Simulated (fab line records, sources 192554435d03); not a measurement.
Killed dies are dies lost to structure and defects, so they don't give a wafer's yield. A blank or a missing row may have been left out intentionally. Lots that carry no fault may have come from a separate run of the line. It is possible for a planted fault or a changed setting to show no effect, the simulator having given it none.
Matching of chambers	flow n5Finfet	N5_FIN_SAQP_STRIP_70 on rieDiel-04: 4 sister chambers
The step strips in N2/H2. 22 wafers are shown with their chamber, then 11 later ones without.

## WAFERS PAIRED WITH THEIR CHAMBERS
wafer	chamber	throttleValvePct (%)	showerheadPlenumPTorr (Torr)	drypumpMotorCurrentA (A)
L079.2	2	18.92	3.44	5.4
L079.5	0	18.59	3.34	5.8
L079.6	3	18.72	3.43	5.6
L082.2	3	18.75	3.42	5.6
L082.4	2	18.95	3.43	5.5
L082.5	3	18.76	3.42	5.6
L083.2	0	18.62	3.33	5.7
L083.3	2	18.96	3.43	5.5
L083.6	3	18.73	3.42	5.6
L084.2	1	19.05	3.31	5.4
L084.3	2	18.95	3.43	5.4
L084.4	0	18.63	3.33	5.7
L086.4	3	18.76	3.42	5.6
L086.5	3	18.75	3.42	5.6
L086.6	0	18.62	3.33	5.7
L089.3	3	18.76	3.42	5.6
L089.4	0	18.64	3.32	5.8
L089.5	1	19.05	3.30	5.4
L090.2	1	19.07	3.30	5.4
L090.3	2	18.99	3.42	5.4
L090.4	3	18.77	3.41	5.6
L091.1	2	18.98	3.42	5.5

SIGNATURES (averages over the wafers above)
reading	chamber 0	chamber 1	chamber 2	chamber 3	scatter within a chamber
throttleValvePct	18.6200	19.0567	18.9583	18.7500	0.0194
showerheadPlenumPTorr	3.3300	3.3033	3.4283	3.4200	0.00645
drypumpMotorCurrentA	5.740	5.400	5.450	5.600	0.0387
Rule: for each reading, subtract the chamber's mean from the wafer's reading, divide by that reading's scatter and square the result; add these up over the readings and take the root, which gives the wafer's distance from the chamber. If the next closest chamber is less than 2 further off than the closest, the wafer can't be placed; otherwise it belongs to the closest. The scatter is the square root of a quotient: the sum, over the shown wafers, of each reading's squared deviation from its chamber's mean, divided by wafers minus chambers.

## WAFERS WITH NO CHAMBER GIVEN
wafer	throttleValvePct (%)	showerheadPlenumPTorr (Torr)	drypumpMotorCurrentA (A)
L091.3	18.77	3.41	5.6
L091.6	18.64	3.32	5.7
L094.1	19.08	3.30	5.5
L094.2	19.00	3.42	5.5
L094.3	18.65	3.32	5.7
L095.2	18.99	3.41	5.4
L095.3	19.07	3.30	5.4
L095.6	19.07	3.30	5.4
L097.1	19.10	3.29	5.5
L097.3	18.67	3.31	5.7
L097.6	19.08	3.29	5.5

## WHICH CHAMBER EACH ONE RAN IN
wafer	from the rows above	in truth
L091.3	3	3
L091.6	0	0
L094.1	1	1
L094.2	2	2
L094.3	0	0
L095.2	2	2
L095.3	1	1
L095.6	1	1
L097.1	1	1
L097.3	0	0
L097.6	1	1
11 of 11 placed correctly. Number that these rows cannot place: 0. Wrongly placed: 0.
